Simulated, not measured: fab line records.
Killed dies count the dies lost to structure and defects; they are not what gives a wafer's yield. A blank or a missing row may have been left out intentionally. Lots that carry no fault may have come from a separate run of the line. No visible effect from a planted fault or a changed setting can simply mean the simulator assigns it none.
Matching of chambers || flow n5-finfet || N5_BEOL_M3_VIA_ETCH_34 on rie-diel-02 has 4 sister chambers
The step etches the open film in C4F6/O2, target depth 69.4 nm, time 65.9 s. 4 wafers are shown with their chamber, then 11 later ones without.

WAFERS, EACH WITH ITS CHAMBER
{"wafer": "L088.1", "chamber": 2, "throttle-valve-pct (%)": 30.63}
{"wafer": "L088.3", "chamber": 3, "throttle-valve-pct (%)": 30.74}
{"wafer": "L088.4", "chamber": 1, "throttle-valve-pct (%)": 30.38}
{"wafer": "L091.1", "chamber": 0, "throttle-valve-pct (%)": 30.99}

WAFERS WHOSE CHAMBER IS MISSING
{"wafer": "L091.3", "throttle-valve-pct (%)": 30.76}
{"wafer": "L091.6", "throttle-valve-pct (%)": 30.38}
{"wafer": "L093.1", "throttle-valve-pct (%)": 30.76}
{"wafer": "L093.4", "throttle-valve-pct (%)": 30.76}
{"wafer": "L093.6", "throttle-valve-pct (%)": 30.65}
{"wafer": "L095.2", "throttle-valve-pct (%)": 30.39}
{"wafer": "L095.4", "throttle-valve-pct (%)": 30.65}
{"wafer": "L095.5", "throttle-valve-pct (%)": 30.40}
{"wafer": "L096.3", "throttle-valve-pct (%)": 30.67}
{"wafer": "L096.4", "throttle-valve-pct (%)": 31.00}
{"wafer": "L096.6", "throttle-valve-pct (%)": 30.66}

CHAMBER TAKEN BY EACH
{"wafer": "L091.3", "from the rows above": 3, "in truth": 3}
{"wafer": "L091.6", "from the rows above": 1, "in truth": 1}
{"wafer": "L093.1", "from the rows above": 3, "in truth": 3}
{"wafer": "L093.4", "from the rows above": 3, "in truth": 3}
{"wafer": "L093.6", "from the rows above": 2, "in truth": 2}
{"wafer": "L095.2", "from the rows above": 1, "in truth": 1}
{"wafer": "L095.4", "from the rows above": 2, "in truth": 2}
{"wafer": "L095.5", "from the rows above": 1, "in truth": 1}
{"wafer": "L096.3", "from the rows above": "can't be placed: 2 or 3", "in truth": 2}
{"wafer": "L096.4", "from the rows above": 0, "in truth": 0}
{"wafer": "L096.6", "from the rows above": 2, "in truth": 2}
Placed correctly: 10 of 11. Cannot be placed on the basis of these rows: 1; the candidates contain the true chamber in 1. Wrongly placed: 0.
How it was worked out, from the rows above alone: a wafer's distance from a chamber is the root of the sum, over the readings, of the square of ((its reading less the chamber's mean) divided by the reading's scatter). The wafer belongs to the nearest chamber; if the next one is less than 2 further off, it can't be placed. For every chamber, the mean is computed from those of its wafers that are shown. The scatter (one wafer shown for each chamber): square how far every hidden wafer sits from the nearest shown wafer, average those squares and take the square root.
